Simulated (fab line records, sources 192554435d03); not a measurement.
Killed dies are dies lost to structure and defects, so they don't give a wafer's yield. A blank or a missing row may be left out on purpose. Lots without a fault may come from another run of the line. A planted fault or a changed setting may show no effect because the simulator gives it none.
Split-lot experiment | flow n5_finfet | 7 lots, 21 wafers read, on a route of 1938 steps

THE SPLIT
At N5_BEOL_M15_SPUTTER_44 (material Ta, target thk 15 nm, time 24.19 s), the setting power_w was moved away from the recipe's 15000 W on 7 of the 21 wafers read, by -15.3% to +13.3%. The other wafers ran this setting at the recipe's value.

The reading is taken at the split's own step.

THE READING
Ta_of_BEOL_M15_SPUTTER_44.thk_nm (the simulator's own value, which no gauge read), in nm, at N5_BEOL_M15_SPUTTER_44 (material Ta, target thk 15 nm, time 24.19 s). The file gives no usual value for it. The 14 wafers here that ran the recipe average 15.0 nm, standard deviation 0.14 nm.

wafer  | tool, chamber at the split | power_w as run, W | against the recipe | Ta_of_BEOL_M15_SPUTTER_44.thk_nm, nm | against lot-mates on the recipe
L074.1 | pvd_sputter-02, -          | 15900             | +6.0%              | 15.8                                 | no lot-mate on the recipe
L074.3 | pvd_sputter-02, -          | 15900             | +6.0%              | 15.8                                 | no lot-mate on the recipe
L074.4 | pvd_sputter-02, -          | 15900             | +6.0%              | 15.8                                 | no lot-mate on the recipe
L076.1 | pvd_sputter-01, -          | 15000             | recipe             | 15.2                                 | -
L076.3 | pvd_sputter-01, -          | 16930             | +12.9%             | 16.8                                 | +1.6
L076.6 | pvd_sputter-01, -          | 16930             | +12.9%             | 16.8                                 | +1.6
L077.1 | pvd_sputter-03, -          | 15000             | recipe             | 15.2                                 | -
L077.4 | pvd_sputter-03, -          | 15000             | recipe             | 15.2                                 | -
L077.5 | pvd_sputter-03, -          | 15000             | recipe             | 15.2                                 | -
L086.1 | pvd_sputter-03, -          | 16990             | +13.3%             | 16.8                                 | +1.9
L086.5 | pvd_sputter-03, -          | 15000             | recipe             | 14.8                                 | -
L086.6 | pvd_sputter-03, -          | 15000             | recipe             | 15                                   | -
L088.1 | pvd_sputter-03, -          | 15000             | recipe             | 15                                   | -
L088.3 | pvd_sputter-03, -          | 15000             | recipe             | 15                                   | -
L088.6 | pvd_sputter-03, -          | 15000             | recipe             | 15                                   | -
L094.1 | pvd_sputter-03, -          | 15000             | recipe             | 15                                   | -
L094.4 | pvd_sputter-03, -          | 15000             | recipe             | 15                                   | -
L094.5 | pvd_sputter-03, -          | 15000             | recipe             | 14.8                                 | -
L096.1 | pvd_sputter-03, -          | 15000             | recipe             | 15                                   | -
L096.3 | pvd_sputter-03, -          | 15000             | recipe             | 14.8                                 | -
L096.6 | pvd_sputter-03, -          | 12710             | -15.3%             | 12.6                                 | -2.3

THE FIT
A straight line over all 21 wafers: Ta_of_BEOL_M15_SPUTTER_44.thk_nm changes by +0.144 nm for each +1% of power_w; r = +0.99; the points scatter about the line by 0.13 nm.
The same after taking each lot's own level away (the mean of its wafers on the recipe; 18 wafers): +0.138 nm for each +1%; r = +0.99; scatter 0.099 nm.
On that fit, the largest move of power_w shifts the reading by 2.1 nm.
The lots' own levels span 14.90 to 15.20 nm, that is 2.1 times the standard deviation above.
So the lot-to-lot level changes the slope little: the two slopes agree.
Check: with one of the wafers moved furthest among these (-15.3%) left out of the fit, the line predicts -2 nm for it against its lot-mates. It came out at -2.3 nm against them.

OTHER SPLITS ON THESE WAFERS
These wafers also went through other splits before the reading. Each is held against what the fit with the lots' levels taken away leaves over:
other split on the same wafers    | wafers away from the commonest value | r with Ta_of_BEOL_M15_SPUTTER_44.thk_nm (lot level and that fit taken away)
N5_BEOL_M13_COAT_58 spin_rpm      | 5                                    | -0.34
N5_BEOL_M14_EXPOSE_25 dose_mj     | 6                                    | -0.22
N5_BEOL_M14_PEB_26 peb_temp_c     | 5                                    | +0.04
N5_BEOL_M15_TRENCH_ETCH_34 bias_w | 9                                    | -0.22

THE FILE'S OWN FIT
Ta_of_BEOL_M15_SPUTTER_44.thk_nm changes by +0.141 nm for each +1% of power_w, r = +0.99.
